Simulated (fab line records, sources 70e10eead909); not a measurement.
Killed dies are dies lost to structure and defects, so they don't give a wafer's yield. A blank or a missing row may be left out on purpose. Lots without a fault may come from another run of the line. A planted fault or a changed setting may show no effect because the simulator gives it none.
fab line records | flow nand_harc
record lots=13 wafers=39 last_day=24
route steps=1159 shown P_M1@295 P_M2@323 END@1159
lots that met no fault: from a run of the same line without faults
start_h: hours from the record's first day to the start of the lot's first wafer shown | wait_h: hours since the lot's step before | " the same as in the row above | L1.1+2: a row that stands for several wafers | - no value, or no start given | * or withheld: withheld | < > ~ a bound
route shown NAME@n: a module of which the file shows steps, and the number in the route of the first | usual: mean/standard deviation of fault-free wafers | same: alike in all rows | chamber/n: place in a boat | sites: the reading at each site | _std_site: their standard deviation | _edge_site: outer sites' mean less inner sites' | radius_mm: how far each site lies from the wafer's centre | mask NAME#n: copy n | behind: the tool/chamber that last shaped the wafer | hold: why the lot was held/for how many hours/how that ended | device: the transistor (n, p or np) that didn't switch | end of line: the same wafers' tests at the end of the route | a step without rows: its recipe alone | killed: dies lost to structure and defects at the first sort, not the wafer's yield | map: a wafer's dies, x killed, . not, _ none there
set.NAME: the setting as run; set.NAME@STEP: as run at that earlier step | model.NAME: the simulator's own value behind a step, which no gauge read
steps of the route over a sample of lots; a table a step, a row a wafer
services: from which hour (start_h, from the record's first day; less than 0 if before it) a tool's chamber was out of use, for how many hours, and why
## steps
# step NHARC_P_M1_CD_MEAS_09
# recipe target_cd_nm=130 landing_energy_ev=500
# usual cd_nm=130.8/0.7
# columns lot.wafer tool chamber start_h wait_h cd_nm
L897.1 cd_sem-03 0 121.24 - 131.4
L897.2 " 0 " " 131.2
L897.4 " 0 " " 129.4
L898.1 cd_sem-02 0 130.63 - 131.4
L898.3 " 0 " " 130.6
L898.6 " 0 " " 131.0
L899.3 cd_sem-02 0 134.29 - 130.9
L899.4 " 0 " " 131.6
L899.6 " 0 " " 131.3
L901.2 cd_sem-03 0 147.49 - 131.7
L901.4 " 0 " " 131.9
L901.6 " 0 " " 131.2
L900.2 cd_sem-02 0 148.29 - 131.3
L900.3 " 0 " " 132.6
L900.6 " 0 " " 131.7
L906.1 cd_sem-03 0 170.54 - 130.5
L906.3 " 0 " " 130.8
L906.6 " 0 " " 130.2
L905.1 cd_sem-02 0 174.31 - 130.7
L905.3 " 0 " " 130.6
L905.6 " 0 " " 130.5
L910.1 cd_sem-03 0 205.73 - 131.1
L910.2 " 0 " " 131.0
L910.5 " 0 " " 131.7
L907.1 cd_sem-02 0 206.62 - 131.5
L907.3 " 0 " " 131.1
L907.4 " 0 " " 130.9
L908.1 cd_sem-03 0 207.32 - 131.2
L908.2 " 0 " " 130.7
L908.3 " 0 " " 130.5
L912.1 cd_sem-02 0 216.56 - 131.1
L912.2 " 0 " " 131.0
L912.5 " 0 " " 130.5
L916.4 cd_sem-03 0 237.24 - 131.5
L916.5 " 0 " " 131.0
L916.6 " 0 " " 131.5
L919.1 cd_sem-02 0 250.64 - 131.4
L919.4 " 0 " " 130.6
L919.6 " 0 " " 130.8
# step NHARC_P_M1_CD_MEAS_16
# usual cd_nm=130.9/1.1
# columns lot.wafer tool chamber start_h wait_h cd_nm
L897.1 cd_sem-03 - 121.73 - 130.5
L897.2 " - " " 132.8
L897.4 " - " " 130.2
L898.1 cd_sem-02 - 131.16 - 129.9
L898.3 " - " " 130.8
L898.6 " - " " 132.6
L899.3 cd_sem-03 - 134.78 - 131.0
L899.4 " - " " 130.9
L899.6 " - " " 131.0
L901.2 cd_sem-03 - 147.99 - 133.8
L901.4 " - " " 130.7
L901.6 " - " " 131.1
L900.2 cd_sem-03 - 148.78 - 131.2
L900.3 " - " " 132.4
L900.6 " - " " 133.7
L906.1 cd_sem-03 - 171.02 - 131.8
L906.3 " - " " 129.0
L906.6 " - " " 131.2
L905.1 cd_sem-03 - 174.80 - 131.0
L905.3 " - " " 129.6
L905.6 " - " " 130.5
L910.1 cd_sem-03 - 206.24 - 129.9
L910.2 " - " " 131.5
L910.5 " - " " 130.6
L907.1 cd_sem-02 - 207.12 - 131.3
L907.3 " - " " 130.9
L907.4 " - " " 131.4
L908.1 cd_sem-03 - 207.81 - 130.7
L908.2 " - " " 131.1
L908.3 " - " " 130.6
L912.1 cd_sem-03 - 217.06 - 132.1
L912.2 " - " " 131.1
L912.5 " - " " 129.9
L916.4 cd_sem-02 - 237.73 - 131.2
L916.5 " - " " 131.1
L916.6 " - " " 131.8
L919.1 cd_sem-02 - 251.13 - 131.5
L919.4 " - " " 131.3
L919.6 " - " " 131.4
# step NHARC_P_M2_SOFTBAKE_04
# recipe temp_c=105 time_s=55
# usual heater_power_total_W=188.46/0.14
# columns lot.wafer tool chamber start_h wait_h heater_power_total_W
L897.1 litho_track-04 0 125 - 188.32
L897.2 " 0 " " 188.45
L897.4 " 0 " " 188.33
L898.1 litho_track-06 0 134 - 188.80
L898.3 " 0 " " 188.73
L898.6 " 0 " " 188.47
L899.3 litho_track-01 0 138 - 188.33
L899.4 " 0 " " 188.25
L899.6 " 0 " " 188.71
L901.2 litho_track-06 0 151 - 188.33
L901.4 " 0 " " 188.38
L901.6 " 0 " " 188.74
L900.2 litho_track-06 0 152 - 188.38
L900.3 " 0 " " 188.54
L900.6 " 0 " " 188.77
L906.1 litho_track-01 0 174 - 188.36
L906.3 " 0 " " 188.40
L906.6 " 0 " " 188.44
L905.1 litho_track-01 0 178 - 188.71
L905.3 " 0 " " 188.70
L905.6 " 0 " " 188.66
L910.1 litho_track-01 0 209 - 212.92
L910.2 " 0 " " 212.62
L910.5 " 0 " " 212.50
L907.1 litho_track-01 0 210 - 212.50
L907.3 " 0 " " 212.89
L907.4 " 0 " " 212.43
L908.1 litho_track-06 0 211 - 188.58
L908.2 " 0 " " 188.44
L908.3 " 0 " " 188.41
L912.1 litho_track-06 0 220 - 188.38
L912.2 " 0 " " 188.33
L912.5 " 0 " " 188.28
L916.4 litho_track-04 0 240 - 188.59
L916.5 " 0 " " 188.43
L916.6 " 0 " " 188.67
L919.1 litho_track-06 0 254 - 188.64
L919.4 " 0 " " 188.34
L919.6 " 0 " " 188.50
# step NHARC_P_M2_OVL_MEAS_10
# recipe pitch_nm=340
# usual overlay_x_nm=0.1/0.81 overlay_y_nm=-0.1/0.68
# columns lot.wafer tool chamber start_h wait_h overlay_x_nm overlay_y_nm
L897.1 overlay-01 - 125.38 - 1.1 -0.1
L897.2 " - " " 0.4 -0.1
L897.4 " - " " 0.9 -0.6
L898.1 overlay-02 - 134.92 - -0.3 -0.4
L898.3 " - " " -0.4 -0.2
L898.6 " - " " -0.9 -0.1
L899.3 overlay-01 - 138.55 - -0.2 -0.5
L899.4 " - " " 0.1 -0.9
L899.6 " - " " -0.4 -1.1
L901.2 overlay-01 - 151.78 - 0.2 -0.5
L901.4 " - " " 0.9 -0.1
L901.6 " - " " 0.4 -0.4
L900.2 overlay-02 - 152.78 - -0.8 -0.5
L900.3 " - " " -1.4 -0.6
L900.6 " - " " -1.2 -0.2
L906.1 overlay-02 - 174.70 - -0.4 -0.5
L906.3 " - " " 0.3 -1.0
L906.6 " - " " 0.4 -0.6
L905.1 overlay-02 - 178.46 - 0.4 0.5
L905.3 " - " " 0.4 0.2
L905.6 " - " " 0.1 1.1
L910.1 overlay-01 - 209.87 - -0.6 -1.7
L910.2 " - " " -0.7 -1.6
L910.5 " - " " -0.7 -0.9
L907.1 overlay-01 - 210.88 - 0.4 0.5
L907.3 " - " " 0.3 0.0
L907.4 " - " " 1.0 0.2
L908.1 overlay-01 - 211.84 - 0.6 0.9
L908.2 " - " " 0.2 0.6
L908.3 " - " " 0.7 0.6
L912.1 overlay-01 - 221.30 - -1.1 0.8
L912.2 " - " " -1.1 0.1
L912.5 " - " " -0.6 0.5
L916.4 overlay-01 - 241.48 - -0.5 0.6
L916.5 " - " " -0.4 0.8
L916.6 " - " " 0.0 0.9
L919.1 overlay-01 - 255.05 - -0.4 0.6
L919.4 " - " " -0.3 0.7
L919.6 " - " " -0.1 0.7
# step NHARC_END_SORT_01
# recipe temp_c=25
# usual defect_limited_yield=95.5/1.3 killed_at_array=26/8.4 killed_at_other=0.7/0.97 killed_at_periphery=3.2/2.2 killed_dies=30/8.5 killed_open=3.4/2 killed_short=2/1.3 sort_bin_2_pct=1.5/0.52 sort_bin_3_pct=0.21/0.18 sort_bin_4_pct=2.8/0.91 sort_n_pass=647/8.5 sort_rim_yield_pct=94.8/2.7 sort_yield_pct=95.5/1.3
# same gross_dies=677 sort_bin_5_pct[%]=0 sort_bin_6_pct[%]=0 sort_bin_7_pct[%]=0 sort_bin_8_pct[%]=0 sort_rim_n_gross=106.00
# columns lot.wafer tool chamber start_h wait_h defect_limited_yield[%] killed_at_array killed_at_other killed_at_periphery killed_dies killed_open killed_short sort_bin_2_pct[%] sort_bin_3_pct[%] sort_bin_4_pct[%] sort_n_pass sort_rim_yield_pct[%] sort_yield_pct[%]
L907.1 prober-02 0 520.81 2.5 95.6 25 0 5 30 2 1 1.6 0.30 2.5 647 94.3 95.6
L907.3 prober-02 0 522.40 3.1 94.7 36 0 0 36 2 1 2.1 0.59 2.7 641 96.2 94.7
L907.4 prober-02 0 523.20 3.4 96.2 23 1 2 26 3 0 1.2 0.15 2.5 651 90.6 96.2
# killed by level:class
L907.1 A_SLIT:chamber_film_flake=10 A_CHANNEL_HOLE_D1:chamber_film_flake=4 A_CONTACT:chamber_film_flake=4 A_STAIRCASE:chamber_film_flake=3 A_CHANNEL_FILL_D1:chamber_film_flake=2 P_GATE:geometric_particle:short=1 P_GATE:geometric_particle:open=1 A_WL_FILL:geometric_particle:open=1
L907.3 A_SLIT:chamber_film_flake=17 A_CHANNEL_HOLE_D1:chamber_film_flake=7 A_CONTACT:chamber_film_flake=5 A_STAIRCASE:chamber_film_flake=3 A_CHANNEL_FILL_D1:geometric_particle:open=1 A_WL_FILL:geometric_particle:short=1 A_CONTACT:geometric_particle:open=1 A_CHANNEL_FILL_D1:chamber_film_flake=1
L907.4 A_SLIT:chamber_film_flake=9 A_STAIRCASE:chamber_film_flake=5 A_CHANNEL_FILL_D1:chamber_film_flake=2 A_CONTACT:chamber_film_flake=2 A_WL_FILL:geometric_particle:open=1 A_BLC:geometric_particle:open=1 A_M0:geometric_particle:open=1 P_STI:chamber_film_flake=1
## services
# columns tool chamber start_h hours kind
litho_track-06 - 117.00 7.0 pm
litho_track-04 - 141.00 7.0 pm
## key
first_sign step=NHARC_P_M2_SOFTBAKE_04 reading=heater_power_total_W direction=up sigmas=99+ usual=* struck=*
effect none on later readings
met_at NHARC_P_M2_SOFTBAKE_04
struck_lots L907,L910
not_acting_at NHARC_P_M1_CD_MEAS_09,NHARC_P_M1_CD_MEAS_16,NHARC_P_M2_OVL_MEAS_10
onset_between 178 209
fault kind=process_parameter_drift tool=litho_track-01 chamber=- onset_h=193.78 steps=NHARC_P_M2_SOFTBAKE_04 channel=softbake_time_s offset=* shape=step end_h=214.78 acts_in=* stated=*
